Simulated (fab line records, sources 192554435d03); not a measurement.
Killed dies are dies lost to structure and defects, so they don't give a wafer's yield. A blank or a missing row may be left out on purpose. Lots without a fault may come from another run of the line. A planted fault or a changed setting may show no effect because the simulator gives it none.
A struck lot beside a sound one | flow n5_finfet | 18 steps out of a route of 1938
Sound: wafers L247.3, L247.4, L247.6. Struck: wafer L246.2. (L246.1, L246.4 of the same lot were not struck and are left out.) The cause comes at the end.
At each step with rows: each side's tool, then ch and its chambers, then its first start. Under that, the readings that differ: sound wafers | struck wafers | difference of the means | sigmas: that difference in standard deviations of wafers without a fault.
alike: readings whose means differ by less than 2 such deviations, and words and numbers that are the same on both sides. not compared: withheld readings, readings that some wafer has no value for, bounds like >300 that may hide the same value, and numbers for which the record gives no deviation and whose values overlap.
The two part at a step that has a row with sigmas, a row that says differs or no value, or rows on one side only. Numbers that don't overlap but have no deviation are shown without sigmas and don't part them. A reading that every wafer of one side lacks parts them only if that side has two wafers or more.

first, 2 steps without rows for these wafers: N5_SDB_DUMMY_REMOVE_24 (chemistry TMAH, target poly-Si, stops on SiO2, target depth 142 nm, time 57 s, rinse time 30 s); N5_SDB_ETCH_25 (etches SiO2 in C4F6/O2, target depth 10 nm, time 3.3 s).
N5_SDB_CUT_ETCH_26: etches Si in HBr/Cl2/O2, target depth 129.6 nm, bt time 20 s, time 51.8 s.
  sound on rie_si-02 ch 0,1,2, day 7 02:59; struck on rie_si-05 ch 2, day 6 20:22
  reading                        | sound              | struck | difference | sigmas
  chamber_pressure_mTorr (mTorr) | 9.989 9.991 10.014 | 10.017 | +0.019     | +2
  alike: HBr_flow_sccm, drypump_motor_current_A, oes_product_au, throttle_valve_pct
  not compared: rf_hours_counter_h
then, 3 steps without rows for these wafers: N5_SDB_PRECLEAN_38 (cleans in dHF, time 10 s); N5_SDB_PRECLEAN_39 (cleans in O3/DIW, time 45 s); N5_SDB_SRD_28 (time 30 s).
N5_SDB_ALD_29: deposits SiNx, target thk 30 nm, pulse time 1 s, ald cycles 600.
  sound on ald_sin-01 ch 0,2, day 7 03:11; struck on ald_sin-01 ch 3, day 6 20:35
  alike: heater_power_w, precursor_pulse_height_rel, susceptor_temp_C
N5_SDB_CMP_30: polishes, stops on poly-Si, t overpolish 1.54 s, target thk 30 nm.
  sound on cmp-02 ch 0,1,3, day 7 05:59; struck on cmp-02 ch 2, day 6 23:22
  alike: edge_zone_pressure_frac, motor_current_A, overpolish_run_s, time_to_endpoint_s
N5_SDB_THK_MEAS_31:
  sound on film_metro-02, day 7 06:13; struck on film_metro-02, day 6 23:37
  alike: SDB_THK
N5_SDB_INSPECT_36: inspects for defects (darkfield).
  sound on defect_inspect-02, day 7 06:14; struck on defect_inspect-02, day 6 23:38
  alike: raw_defect_count
N5_DUMMY_REMOVAL_HM_STRIP_01: strips SiNx in CH3F/O2, stops on poly-Si, target depth 4 nm, time 6.8 s.
  sound on rie_diel-04 ch 0,1,3, day 7 06:16; struck on rie_diel-06 ch 2, day 6 23:40
  reading                     | sound       | struck | difference | sigmas
  drypump_motor_current_A (A) | 5.5 5.3 6.5 | 4.8    | -1.0       | -2
  alike: chamber_pressure_mTorr, mfc_ar_sccm, oes_product_au, rf_vpp_V, showerhead_plenum_p_Torr, throttle_valve_pct
  not compared: rf_hours_counter_h
N5_DUMMY_REMOVAL_STRIP_10: strips in N2/H2, time 40 s.
  sound on rie_diel-04 ch 0,1,3, day 7 06:18; struck on rie_diel-06 ch 2, day 6 23:43
  reading                     | sound       | struck | difference | sigmas
  drypump_motor_current_A (A) | 5.6 5.3 6.5 | 4.8    | -1.0       | -2
  alike: chamber_pressure_mTorr, oes_product_au, rf_vpp_V, showerhead_plenum_p_Torr, throttle_valve_pct
  not compared: rf_hours_counter_h
N5_DUMMY_REMOVAL_PRECLEAN_07: cleans in dHF, time 30 s.
  sound on wet_bench-04 ch 0,2,4, day 7 06:24; struck on wet_bench-06 ch 2,3,4, day 6 23:48
then, 1 step without rows for these wafers: N5_DUMMY_REMOVAL_DUMMY_REMOVE_02 (chemistry TMAH, target poly-Si, stops on SiO2, target depth 142 nm, time 57 s, rinse time 30 s).
N5_DUMMY_REMOVAL_INSPECT_06: inspects for defects (brightfield).
  sound on defect_inspect-02, day 7 06:28; struck on defect_inspect-02, day 6 23:55
  reading          | sound   | struck | difference | sigmas
  raw_defect_count | 15 9 12 | 1202   | +1190      | +99 or more
then, 1 step without rows for these wafers: N5_DUMMY_REMOVAL_PRECLEAN_08 (cleans in NF3:NH3, afs cycles 2, time 20 s, sublimation time 60 s).
-- the record jumps here: 4 days lie between the struck wafers' starts before and after (it left off in module DUMMY_REMOVAL and takes up again in module BEOL_M4, whose first step shown is number 1111 of the route) --
N5_BEOL_M4_RC_MEAS_101:
  sound on prober-02 ch 0, day 11 18:38; struck on prober-02 ch 0, day 11 11:13
  alike: DIBL_N, DIBL_P, IOFF_N, IOFF_P, ION_N, ION_P, SS_N, SS_P, VT_N, VT_P
-- the record jumps here: 5 days lie between the struck wafers' starts before and after (it left off in module BEOL_M4 and takes up again in module PASSIVATION, whose first step shown is number 1936 of the route) --
N5_PASSIVATION_PROBE_49:
  the record has rows for the struck wafers here (prober-02, day 16 01:08) and none for the sound ones

WHERE THEY PART
First at N5_SDB_CUT_ETCH_26; last, within this record, at N5_PASSIVATION_PROBE_49.

WHY: what the simulator had put in
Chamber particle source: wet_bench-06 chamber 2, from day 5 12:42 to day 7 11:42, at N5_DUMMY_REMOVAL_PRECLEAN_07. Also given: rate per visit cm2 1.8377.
